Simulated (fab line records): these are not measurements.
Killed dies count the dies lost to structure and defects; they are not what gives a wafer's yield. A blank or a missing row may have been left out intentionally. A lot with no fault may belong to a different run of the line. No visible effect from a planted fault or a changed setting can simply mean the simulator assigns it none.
Comparing a struck lot with a sound one    flow n5 finfet    16 steps out of a route of 1938
Sound: these wafers, L891.2, L891.3, L891.6. Struck: wafer L885.6. (L885.4 of the same lot was not struck and is left out.) The cause comes at the end.
For every step that has rows: the tool of each side, followed by ch and its chambers, followed by its first start. Under that, the readings that differ: sound wafers    struck wafers    difference of the means    sigmas: that difference in standard deviations of wafers without a fault.
alike: a reading whose means differ by less than 2 such deviations, as well as words and numbers matching on both sides. not compared: withheld readings; readings where some wafer has no value; bounds like >300 that might hide an equal value; numbers whose values overlap and for which the record gives no deviation.
A row with sigmas, a row that says differs or no value, or rows on one side alone: a step with any of these is where the two part. Numbers that don't overlap but have no deviation are shown without sigmas and don't part them. A reading missing from all wafers of one side parts the sides only when that side holds two or more wafers.

first, 7 steps without rows for these wafers: N5_BEOL_M4_COAT_73 (time 60 s, resist thk 5 nm); N5_BEOL_M4_COAT_05 (resist thk 30 nm); N5_BEOL_M4_EBR_07; N5_BEOL_M4_SOFTBAKE_06 (time 60 s); N5_BEOL_M4_EXPOSE_08 (exposes mask M4); N5_BEOL_M4_PEB_09 (peb time 60 s); N5_BEOL_M4_DEVELOP_10 (develop time 30 s).
N5_BEOL_M4_CD_MEAS_11: target cd 16.79 nm.
  sound on cd sem-02 ch 0, day 13 17:01; struck on cd sem-01 ch 0, day 11 10:19
  alike: cd nm
N5_BEOL_M4_OVL_MEAS_12:
  sound on overlay-02 ch 0, day 13 17:03; struck on overlay-02 ch 0, day 11 10:22
  alike: M4_OVL
N5_BEOL_M4_INSPECT_13: inspects for defects (brightfield).
  sound: defect inspect-02 at day 13 17:06; struck: defect inspect-01 at day 11 10:24
  alike: raw defect count
N5_BEOL_M4_DESCUM_16: chemistry O2, time 7 s.
  sound on rie diel-03 ch 1,2,3, day 13 17:09; struck on rie diel-02 ch 2, day 11 10:26
reading                          sound              struck  difference  sigmas
rf vpp V (V)                     240.6 241.0 242.4  244.6   +3.3        +3
showerhead plenum p Torr (Torr)  1.87 1.99 2.05     2.13    +0.16       +2
  alike: drypump motor current A, oes product au, rf fwd power W, throttle valve pct
  not compared: rf hours counter h
N5_BEOL_M4_ETCH_74: etches underlayer in N2/H2, target depth 6.5 nm, time 5.2 s.
  sound on rie diel-03 ch 1,2,3, day 13 17:11; struck on rie diel-02 ch 2, day 11 10:28
reading                          sound              struck  difference  sigmas
rf fwd power W (W)               816.7 816.7 825.0  824.3   +4.8        +2
rf vpp V (V)                     514.8 522.4 521.6  526.1   +6.5        +2
showerhead plenum p Torr (Torr)  2.29 2.41 2.47     2.59    +0.20       +2
  alike: bias w, drypump motor current A, etch rf on time s, oes product au, throttle valve pct
  not compared: rf hours counter h
N5_BEOL_M4_ETCH_63: etches SiARC in CF4, target depth 15.6 nm, time 26 s.
  sound on rie diel-03 ch 1,2,3, day 13 17:13; struck on rie diel-02 ch 2, day 11 10:29
reading                          sound           struck  difference  sigmas
etch rf on time s (s)            25.7 25.6 25.1  29.6    +4.1        +6
showerhead plenum p Torr (Torr)  1.95 2.04 2.09  2.19    +0.16       +2
  alike: bias w, drypump motor current A, oes product au, rf fwd power W, rf vpp V, throttle valve pct
  not compared: rf hours counter h
N5_BEOL_M4_ETCH_64: etches SOC in N2/H2, target depth 75 nm, overetch 22.5 nm, time 121.9 s.
  sound on rie diel-03 ch 1,2,3, day 13 17:14; struck on rie diel-02 ch 2, day 11 10:31
reading                          sound           struck  difference  sigmas
showerhead plenum p Torr (Torr)  2.29 2.41 2.47  2.59    +0.20       +2
  alike: bias w, drypump motor current A, oes product au, rf fwd power W, rf vpp V, throttle valve pct
  not compared: rf hours counter h
N5_BEOL_M4_RC_MEAS_101:
  sound on prober-01 ch 0, day 14 03:36; struck on prober-01 ch 0, day 12 01:17
reading         sound           struck  difference  sigmas
IOFF_N (nA/um)  0.15 0.13 0.19  0.24    +0.08       +3
IOFF_P (nA/um)  0.21 0.19 0.25  0.32    +0.10       +3
ION_N (uA/um)   666 672 690     707     +31         +3
ION_P (uA/um)   462 464 466     488     +24         +3
VT_N (mV)       251 250 246     240     -9          -3
  alike: DIBL_N, DIBL_P, SS_N, SS_P, VT_P
-- a jump in the record: the struck wafers' starts before and after are 4 days apart (it breaks off in module BEOL_M4 and resumes in module PASSIVATION, where the first step shown is number 1936 of the route) --
N5_PASSIVATION_PROBE_49:
  sound: prober-01 at day 18 16:09; struck: prober-02 at day 16 12:50
reading                   sound           struck  difference  sigmas
defect limited yield (%)  90.4 85.8 90.1  91.4    +2.6        +2
killed dies               113 168 117     102     -31         -2
killed short              34 57 42        27      -17         -2
sort_bin_5_function (%)   6.0 7.8 6.4     4.6     -2.1        -2
sort n pass               1067 1012 1063  1078    +31         +2
sort yield pct (%)        90.4 85.8 90.1  91.4    +2.6        +2
  alike: killed_at_M0_to_M3, killed_at_M4_up, killed at contacts, killed at front end, killed at other, killed open, sort_bin_4_leakage, sort_bin_6_memory, sort_bin_8_speed

WHERE THEY PART
Earliest at N5_BEOL_M4_DESCUM_16; latest, in this record, at N5_PASSIVATION_PROBE_49.

WHY: what the simulator had put in
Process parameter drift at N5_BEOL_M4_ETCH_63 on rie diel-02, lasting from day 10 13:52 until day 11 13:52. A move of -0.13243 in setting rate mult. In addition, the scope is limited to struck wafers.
